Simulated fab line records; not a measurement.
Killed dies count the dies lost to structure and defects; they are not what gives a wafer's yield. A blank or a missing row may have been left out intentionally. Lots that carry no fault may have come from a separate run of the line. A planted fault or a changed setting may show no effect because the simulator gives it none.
Matching of chambers + flow n5 finfet + N5_SDB_ALD_29 on ald sin-04 has 4 sister chambers
The step deposits SiNx, target thk 30 nm, pulse time 1 s, ald cycles 600. 4 wafers are shown with their chamber, then 12 later ones without.

## WAFERS PAIRED WITH THEIR CHAMBERS
| wafer  | chamber | heater power w (W) |
|--------|---------|--------------------|
| L088.5 | 2       | 772                |
| L092.1 | 3       | 827                |
| L092.2 | 1       | 810                |
| L092.3 | 0       | 739                |

## WAFERS WHOSE CHAMBER IS MISSING
| wafer  | heater power w (W) |
|--------|--------------------|
| L093.1 | 816                |
| L093.2 | 746                |
| L093.4 | 813                |
| L095.3 | 758                |
| L095.4 | 801                |
| L095.5 | 763                |
| L096.2 | 810                |
| L096.3 | 747                |
| L096.5 | 800                |
| L097.2 | 734                |
| L097.4 | 774                |
| L097.6 | 764                |

## EACH ONE'S CHAMBER
| wafer  | from the rows above     | in truth                   |
|--------|-------------------------|----------------------------|
| L093.1 | can't be placed: 1 or 3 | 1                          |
| L093.2 | 0                       | 0                          |
| L093.4 | can't be placed: 1 or 3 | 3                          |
| L095.3 | can't be placed: 2 or 0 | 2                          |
| L095.4 | 1                       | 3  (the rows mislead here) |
| L095.5 | can't be placed: 2 or 0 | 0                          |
| L096.2 | 1                       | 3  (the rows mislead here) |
| L096.3 | 0                       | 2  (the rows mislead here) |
| L096.5 | 1                       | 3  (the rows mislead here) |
| L097.2 | 0                       | 0                          |
| L097.4 | 2                       | 2                          |
| L097.6 | 2                       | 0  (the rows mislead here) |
3 of 12 placed correctly. Not placeable from these rows: 4 (in 4, the candidates include the true chamber). Wrongly placed: 5.
How it was worked out, from the rows above alone: a wafer's distance from a chamber is the root of the sum, over the readings, of the square of ((its reading less the chamber's mean) divided by the reading's scatter). If the next closest chamber is less than 2 further off than the closest, the wafer can't be placed; otherwise it belongs to the closest. A chamber's mean is the mean of its shown wafers. The scatter (one wafer shown for each chamber): square how far every hidden wafer sits from the nearest shown wafer, average those squares and take the square root.
